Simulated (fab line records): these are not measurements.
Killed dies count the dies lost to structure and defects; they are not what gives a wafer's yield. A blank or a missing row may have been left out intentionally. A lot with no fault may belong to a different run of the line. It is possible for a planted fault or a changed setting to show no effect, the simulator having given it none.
Which of the tools did it? ; flow n5-finfet ; Sampling: 9 lots, 27 wafers, 4 of 1938 route steps

WHAT THE GAUGES READ, wafer by wafer
N5_BEOL_M4_RC_MEAS_101. Usual: DIBL_N 36.4 mV/V, standard deviation 1.5; DIBL_P 36.6 mV/V, standard deviation 1.9; IOFF_N 0.155 nA/um, standard deviation 0.021; IOFF_P 0.211 nA/um, standard deviation 0.028; ION_N 671 uA/um, standard deviation 8.6; ION_P 462 uA/um, standard deviation 5.8; SS_N 71.5 mV/dec, standard deviation 0.5; SS_P 73.4 mV/dec, standard deviation 0.58; VT_N 250.1 mV, standard deviation 2.4; VT_P -250.1 mV, standard deviation 3.
lot;measured;on;DIBL_N (mV/V);DIBL_P (mV/V);IOFF_N (nA/um);IOFF_P (nA/um);ION_N (uA/um);ION_P (uA/um);SS_N (mV/dec);SS_P (mV/dec);VT_N (mV);VT_P (mV);flag
L114;day 8 10:45;prober-01;36.4 36.8 36.8;37.3 37.6 38.0;0.155 0.159 0.158;0.241 0.256 0.251;671 664 675;472 466 469;71.1 70.7 71.4;73.9 73.5 74.1;248.2 248.4 250.2;-247.0 -247.3 -246.1;
L118;day 9 15:51;prober-02;36.5 34.8 36.1;36.7 33.9 36.1;0.155 0.126 0.144;0.208 0.179 0.205;673 664 669;460 459 462;71.6 71.2 71.3;73.4 72.0 73.7;250.9 250.4 252.1;-250.0 -253.1 -252.4;
L120;day 9 22:48;prober-01;35.8 37.2 34.7;36.1 38.0 35.6;0.159 0.187 0.134;0.205 0.236 0.195;677 683 658;461 462 456;71.3 71.7 70.5;73.3 73.5 73.3;249.3 245.6 251.4;-251.5 -248.7 -252.2;
L123;day 10 21:17;prober-02;38.7 37.9 35.8;38.5 37.2 34.8;0.179 0.162 0.128;0.225 0.197 0.170;667 675 660;459 458 449;71.6 72.3 71.3;74.1 73.1 73.0;249.6 250.2 255.4;-251.0 -252.6 -253.6;
L126;day 11 04:29;prober-02;36.9 36.0 34.8;36.7 35.0 33.6;0.175 0.158 0.136;0.236 0.202 0.183;675 670 655;459 460 455;70.7 71.4 71.3;73.8 73.5 72.8;246.6 248.5 252.5;-248.5 -249.7 -252.3;
L125;day 11 04:31;prober-01;36.8 36.4 37.2;35.7 34.3 35.9;0.153 0.132 0.162;0.200 0.178 0.203;669 669 672;461 457 461;71.3 71.5 72.4;73.3 72.7 72.8;250.2 254.0 247.5;-250.9 -251.9 -250.6;
L129;day 12 04:40;prober-01;37.4 37.3 37.6;37.4 37.3 37.9;0.165 0.157 0.167;0.216 0.215 0.225;673 661 669;456 459 466;72.4 72.3 71.7;73.7 73.1 73.4;249.8 250.2 250.1;-250.1 -250.8 -247.8;
L128;day 12 09:46;prober-01;37.7 37.2 38.2;37.4 37.2 38.3;0.158 0.149 0.169;0.238 0.240 0.260;669 665 671;463 462 471;72.0 71.5 71.9;73.7 73.4 73.4;249.9 249.9 249.4;-249.9 -250.2 -246.3;
L135;day 13 20:34;prober-02;37.5 36.8 38.2;37.3 37.3 38.1;0.160 0.155 0.175;0.168 0.173 0.183;675 675 691;452 458 461;72.1 70.9 71.8;73.6 73.6 73.1;248.8 248.2 247.3;-257.4 -256.5 -256.1;

N5_BEOL_M13_CD_MEAS_17 targets a cd of 190 nm. Usual: cd-nm 190.4 nm, standard deviation 1.8.
lot;measured;on;cd-nm (nm);flag
L114;day 11 07:52;cd-sem-01;190.5 190.0 189.0;
L118;day 12 15:47;cd-sem-02;187.2 187.3 186.8;
L120;day 12 18:45;cd-sem-02;188.3 189.7 190.6;
L123;day 13 19:13;cd-sem-01;191.7 190.9 191.1;
L126;day 14 01:25;cd-sem-01;188.8 187.9 188.6;
L125;day 13 23:09;cd-sem-03;190.4 189.9 192.0;
L129;day 15 08:48;cd-sem-03;194.0 194.6 190.7;
L128;day 15 08:55;cd-sem-01;192.3 191.8 191.4;
L135;day 16 21:42;cd-sem-02;190.5 189.2 190.0;

N5_BEOL_M13_CD_MEAS_28 targets a cd of 209.5 nm. Usual: cd-nm 210.1 nm, standard deviation 1.1.
lot;measured;on;cd-nm (nm);flag
L114;day 11 08:11;cd-sem-01;212.4 211.4 211.9;
L118;day 12 16:14;cd-sem-01;209.1 209.7 210.3;
L120;day 12 19:13;cd-sem-01;212.0 211.2 211.2;
L123;day 13 19:40;cd-sem-02;211.6 211.3 210.8;
L126;day 14 01:45;cd-sem-03;210.3 211.2 211.6;
L125;day 14 00:52;cd-sem-02;208.1 207.3 208.2;
L129;day 15 09:15;cd-sem-01;209.5 208.9 209.4;
L128;day 15 09:25;cd-sem-02;208.7 208.7 207.5;
L135;day 16 22:02;cd-sem-02;209.0 208.8 210.5;

WHICH TOOL RAN EACH LOT (tool, then ch and the chambers of the sampled wafers, then the start)
lot;N5_BEOL_M13_VIA_ETCH_16
L114;rie-diel-03 ch 0,1, day 11 07:25
L118;rie-diel-02 ch 0,1, day 12 15:20
L120;rie-diel-03 ch 0,1, day 12 18:19
L123;rie-diel-03 ch 1,2, day 13 18:44
L126;rie-diel-03 ch 1,2, day 14 00:58
L125;rie-diel-05 ch 1,2, day 13 22:43
L129;rie-diel-05 ch 0,3, day 15 08:21
L128;rie-diel-02 ch 0,2,3, day 15 08:26
L135;rie-diel-03 ch 0,1, day 16 21:14
- N5_BEOL_M13_VIA_ETCH_16: etches SiOC in C4F8/O2/Ar, target depth 921.7 nm.

AS READ BY THE TOOLS THEMSELVES (means over the sampled wafers that have a number; for cases with no such wafer, the mark the record gives instead)
N5_BEOL_M13_VIA_ETCH_16. Usual: C4F8_flow_sccm 15.00 sccm, standard deviation 0.04; O2_flow_sccm 8.001 sccm, standard deviation 0.023; drypump-motor-current-A 5.6 A, standard deviation 0.48; oes-product-au 0.72 a.u., standard deviation 0.088; rf-vpp-V 665.2 V, standard deviation 2.9; showerhead-plenum-p-Torr 3.42 Torr, standard deviation 0.097; throttle-valve-pct 24.18 %, standard deviation 0.17.
lot;tool;C4F8_flow_sccm (sccm);O2_flow_sccm (sccm);drypump-motor-current-A (A);oes-product-au (a.u.);rf-vpp-V (V);showerhead-plenum-p-Torr (Torr);throttle-valve-pct (%);flag
L114;rie-diel-03;15.03;8.002;5.4;0.72;664.8;3.43;24.09;
L118;rie-diel-02;15.00;8.028;5.8;0.79;669.3;3.55;23.75;
L120;rie-diel-03;14.98;8.007;5.5;0.70;665.6;3.42;24.07;
L123;rie-diel-03;14.98;8.006;5.2;0.72;665.5;3.45;24.16;
L126;rie-diel-03;14.96;7.992;5.0;0.75;666.9;3.46;24.19;
L125;rie-diel-05;14.95;7.989;5.9;0.79;669.7;3.58;24.12;
L129;rie-diel-05;14.96;7.990;5.8;0.70;661.5;3.29;24.39;
L128;rie-diel-02;15.01;8.005;5.6;0.69;667.3;3.49;24.07;
L135;rie-diel-03;14.99;8.006;5.5;0.67;664.4;3.40;24.12;

THE ANSWER, worked out from the rows above alone
Rule: lot off if the mean of its wafers having a number is beyond 3 standard deviations from the usual mean. Also off: a lot with no number at a reading for which 4 or more lots have one. All remaining lots with rows at the step are treated as sound. After the gauges, taken in route order, come the tools' own readings; for these a lot's mean is taken, as printed above. The first step at which some lot is off is used, and at that step the reading that is off furthest; a lot without a number counts as furthest.
Nothing can be told from this: no lot is off at any reading shown.

WHAT THE SIMULATOR HAD PUT IN
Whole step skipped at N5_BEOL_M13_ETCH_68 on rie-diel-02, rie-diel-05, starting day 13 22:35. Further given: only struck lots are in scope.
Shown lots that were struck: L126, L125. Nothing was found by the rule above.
